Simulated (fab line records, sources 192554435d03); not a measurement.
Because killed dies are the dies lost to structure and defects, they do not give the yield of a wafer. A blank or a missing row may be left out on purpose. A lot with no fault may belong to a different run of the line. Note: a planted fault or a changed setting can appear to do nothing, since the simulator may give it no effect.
Chamber matching || flow n5-finfet || 4 sister chambers for N5_FIN_SAQP_MANDREL_ETCH_58 on rie-si-04
The step etches a-Si in HBr/Cl2, stops on SiNx, target depth 45 nm, bt time 10 s, time 27 s. 18 wafers are shown with their chamber, then 9 later ones without.

## WAFERS PAIRED WITH THEIR CHAMBERS
{"wafer": "L074.2", "chamber": 2, "throttle-valve-pct (%)": 35.43, "drypump-motor-current-A (A)": 5.6, "oes-product-au (a.u.)": 0.701}
{"wafer": "L074.3", "chamber": 3, "throttle-valve-pct (%)": 35.34, "drypump-motor-current-A (A)": 6.0, "oes-product-au (a.u.)": 0.690}
{"wafer": "L074.6", "chamber": 0, "throttle-valve-pct (%)": 35.75, "drypump-motor-current-A (A)": 5.8, "oes-product-au (a.u.)": 0.694}
{"wafer": "L078.1", "chamber": 2, "throttle-valve-pct (%)": 35.45, "drypump-motor-current-A (A)": 5.5, "oes-product-au (a.u.)": 0.705}
{"wafer": "L078.3", "chamber": 1, "throttle-valve-pct (%)": 35.77, "drypump-motor-current-A (A)": 5.8, "oes-product-au (a.u.)": 0.689}
{"wafer": "L078.6", "chamber": 0, "throttle-valve-pct (%)": 35.73, "drypump-motor-current-A (A)": 5.8, "oes-product-au (a.u.)": 0.693}
{"wafer": "L084.2", "chamber": 3, "throttle-valve-pct (%)": 35.34, "drypump-motor-current-A (A)": 6.0, "oes-product-au (a.u.)": 0.682}
{"wafer": "L084.4", "chamber": 2, "throttle-valve-pct (%)": 35.43, "drypump-motor-current-A (A)": 5.5, "oes-product-au (a.u.)": 0.706}
{"wafer": "L084.6", "chamber": 0, "throttle-valve-pct (%)": 35.73, "drypump-motor-current-A (A)": 5.8, "oes-product-au (a.u.)": 0.702}
{"wafer": "L086.3", "chamber": 0, "throttle-valve-pct (%)": 35.77, "drypump-motor-current-A (A)": 5.8, "oes-product-au (a.u.)": 0.687}
{"wafer": "L086.4", "chamber": 2, "throttle-valve-pct (%)": 35.43, "drypump-motor-current-A (A)": 5.5, "oes-product-au (a.u.)": 0.709}
{"wafer": "L086.6", "chamber": 2, "throttle-valve-pct (%)": 35.42, "drypump-motor-current-A (A)": 5.5, "oes-product-au (a.u.)": 0.711}
{"wafer": "L087.1", "chamber": 3, "throttle-valve-pct (%)": 35.36, "drypump-motor-current-A (A)": 6.0, "oes-product-au (a.u.)": 0.686}
{"wafer": "L087.2", "chamber": 0, "throttle-valve-pct (%)": 35.77, "drypump-motor-current-A (A)": 5.8, "oes-product-au (a.u.)": 0.697}
{"wafer": "L087.3", "chamber": 2, "throttle-valve-pct (%)": 35.43, "drypump-motor-current-A (A)": 5.6, "oes-product-au (a.u.)": 0.710}
{"wafer": "L088.1", "chamber": 0, "throttle-valve-pct (%)": 35.76, "drypump-motor-current-A (A)": 5.8, "oes-product-au (a.u.)": 0.696}
{"wafer": "L088.4", "chamber": 2, "throttle-valve-pct (%)": 35.43, "drypump-motor-current-A (A)": 5.6, "oes-product-au (a.u.)": 0.709}
{"wafer": "L088.6", "chamber": 3, "throttle-valve-pct (%)": 35.37, "drypump-motor-current-A (A)": 6.0, "oes-product-au (a.u.)": 0.684}

SIGNATURES (means of the wafers above)
{"reading": "throttle-valve-pct", "chamber 0": 35.7517, "chamber 1": 35.7700, "chamber 2": 35.4314, "chamber 3": 35.3525, "scatter within a chamber": 0.0143}
{"reading": "drypump-motor-current-A", "chamber 0": 5.800, "chamber 1": 5.800, "chamber 2": 5.543, "chamber 3": 6.000, "scatter within a chamber": 0.035}
{"reading": "oes-product-au", "chamber 0": 0.69483, "chamber 1": 0.68900, "chamber 2": 0.70729, "chamber 3": 0.68550, "scatter within a chamber": 0.00406}
Rule: for each reading, subtract the chamber's mean from the wafer's reading, divide by that reading's scatter and square the result; add these up over the readings and take the root, which gives the wafer's distance from the chamber. If the next closest chamber is less than 2 further off than the closest, the wafer can't be placed; otherwise it belongs to the closest. The scatter: take each reading less its chamber's mean, square it, sum over the shown wafers, divide by the number of wafers less the number of chambers, and take the root.

## WAFERS WHOSE CHAMBER IS MISSING
{"wafer": "L090.3", "throttle-valve-pct (%)": 35.45, "drypump-motor-current-A (A)": 5.5, "oes-product-au (a.u.)": 0.704}
{"wafer": "L090.4", "throttle-valve-pct (%)": 35.76, "drypump-motor-current-A (A)": 5.8, "oes-product-au (a.u.)": 0.704}
{"wafer": "L090.6", "throttle-valve-pct (%)": 35.77, "drypump-motor-current-A (A)": 5.8, "oes-product-au (a.u.)": 0.690}
{"wafer": "L091.2", "throttle-valve-pct (%)": 35.36, "drypump-motor-current-A (A)": 6.0, "oes-product-au (a.u.)": 0.696}
{"wafer": "L091.4", "throttle-valve-pct (%)": 35.43, "drypump-motor-current-A (A)": 5.6, "oes-product-au (a.u.)": 0.717}
{"wafer": "L091.6", "throttle-valve-pct (%)": 35.75, "drypump-motor-current-A (A)": 5.8, "oes-product-au (a.u.)": 0.697}
{"wafer": "L097.1", "throttle-valve-pct (%)": 35.43, "drypump-motor-current-A (A)": 5.5, "oes-product-au (a.u.)": 0.713}
{"wafer": "L097.2", "throttle-valve-pct (%)": 35.37, "drypump-motor-current-A (A)": 6.0, "oes-product-au (a.u.)": 0.682}
{"wafer": "L097.3", "throttle-valve-pct (%)": 35.76, "drypump-motor-current-A (A)": 5.8, "oes-product-au (a.u.)": 0.693}

## THE CHAMBER EACH PASSED THROUGH
{"wafer": "L090.3", "from the rows above": 2, "in truth": 2}
{"wafer": "L090.4", "from the rows above": "can't be placed: 0 or 1", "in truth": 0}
{"wafer": "L090.6", "from the rows above": "can't be placed: 1 or 0", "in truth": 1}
{"wafer": "L091.2", "from the rows above": 3, "in truth": 3}
{"wafer": "L091.4", "from the rows above": 2, "in truth": 2}
{"wafer": "L091.6", "from the rows above": "can't be placed: 0 or 1", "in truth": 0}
{"wafer": "L097.1", "from the rows above": 2, "in truth": 2}
{"wafer": "L097.2", "from the rows above": 3, "in truth": 3}
{"wafer": "L097.3", "from the rows above": "can't be placed: 0 or 1", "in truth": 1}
5 of 9 placed correctly. Cannot be placed on the basis of these rows: 4; the candidates contain the true chamber in 4. Wrongly placed: 0.
